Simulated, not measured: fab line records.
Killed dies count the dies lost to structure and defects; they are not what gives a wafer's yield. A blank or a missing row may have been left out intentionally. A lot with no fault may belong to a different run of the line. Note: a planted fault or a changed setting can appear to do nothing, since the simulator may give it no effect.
Which tool did it? + flow nandHarc + Sampling: 6 lots, 18 wafers, 5 of 1159 route steps

## WHAT THE GAUGES READ, wafer by wafer
NHARC_END_SORT_01.
| lot  | measured     | on        | killedAtArray |
|------|--------------|-----------|---------------|
| L450 | day 21 16:42 | prober-01 | 32 28 39      |
| L451 | day 22 22:02 | prober-01 | 19 19 17      |

## WHICH TOOL RAN EACH LOT (tool, then ch and the chambers of the sampled wafers, then the start)
| lot  | NHARC_P_CONTACT_ETCH_18                      | NHARC_P_CONTACT_ETCH_31           | NHARC_P_CONTACT_PVD_32                 | NHARC_P_CONTACT_ALD_22             |
|------|----------------------------------------------|-----------------------------------|----------------------------------------|------------------------------------|
| L450 | rieDiel-02 ch 2,3, day 8 02:00 or earlier    | rieDiel-02 ch 0,2, day 8 02:00    | pvdSputter-03, day 8 03:06 or earlier  | aldMetal-04 ch 0,3, day 8 03:06    |
| L451 | rieDiel-02 ch 1,2,3, day 8 07:47 or earlier  | rieDiel-02 ch 1,2, day 8 07:47    | pvdSputter-02, day 8 08:55 or earlier  | aldMetal-04 ch 0,2,3, day 8 08:55  |
| L453 | rieDiel-02 ch 1,2,3, day 8 20:11 or earlier  | rieDiel-02 ch 1,2,3, day 8 20:11  | pvdSputter-02, day 8 21:17 or earlier  | aldMetal-04 ch 0,1,2, day 8 21:17  |
| L455 | rieDiel-04 ch 0,1,3, day 9 05:38 or earlier  | rieDiel-04 ch 1,2, day 9 05:38    | pvdSputter-01, day 9 06:44 or earlier  | aldMetal-04 ch 2,3, day 9 06:44    |
| L458 | rieDiel-10 ch 0,1,3, day 9 21:50 or earlier  | rieDiel-10 ch 0,1,2, day 9 21:50  | pvdSputter-01, day 9 22:56 or earlier  | aldMetal-04 ch 1,3, day 9 22:56    |
| L462 | rieDiel-02 ch 0,1,3, day 11 00:52 or earlier | rieDiel-02 ch 0,2,3, day 11 00:52 | pvdSputter-02, day 11 02:01 or earlier | aldMetal-04 ch 0,1,3, day 11 02:01 |
- NHARC_P_CONTACT_ETCH_18: etches the open film in C4F8/O2/Ar, target depth 481 nm, time 240.5 s.
- NHARC_P_CONTACT_ETCH_31: etches the open film in CH3F/O2, target depth 30 nm, time 85.7 s.
- NHARC_P_CONTACT_PVD_32: deposits Ti, target thk 5 nm, time 17.7 s.
- NHARC_P_CONTACT_ALD_22: deposits TiN, target thk 3 nm, pulse time 1 s, ald cycles 150.

## THE ANSWER, worked out from the rows above alone
Rule: usual is defined by the lots themselves. Put in order of their means at a reading, lots are off if they are a third of the lots or fewer, leave a main group of 4 or more, and stand apart from it by a gap of 3 or more times the standard deviation of the main group's means; of several such gaps the widest counts. A main group whose means are all the same, to the digits that the tables above print for the reading, isn't used. A lot without any number at a reading at which 4 lots or more have one is off too. All remaining lots with rows at the step are treated as sound.
No lot is off at any reading shown: from this, nothing can be told.

## WHAT THE SIMULATOR HAD PUT IN
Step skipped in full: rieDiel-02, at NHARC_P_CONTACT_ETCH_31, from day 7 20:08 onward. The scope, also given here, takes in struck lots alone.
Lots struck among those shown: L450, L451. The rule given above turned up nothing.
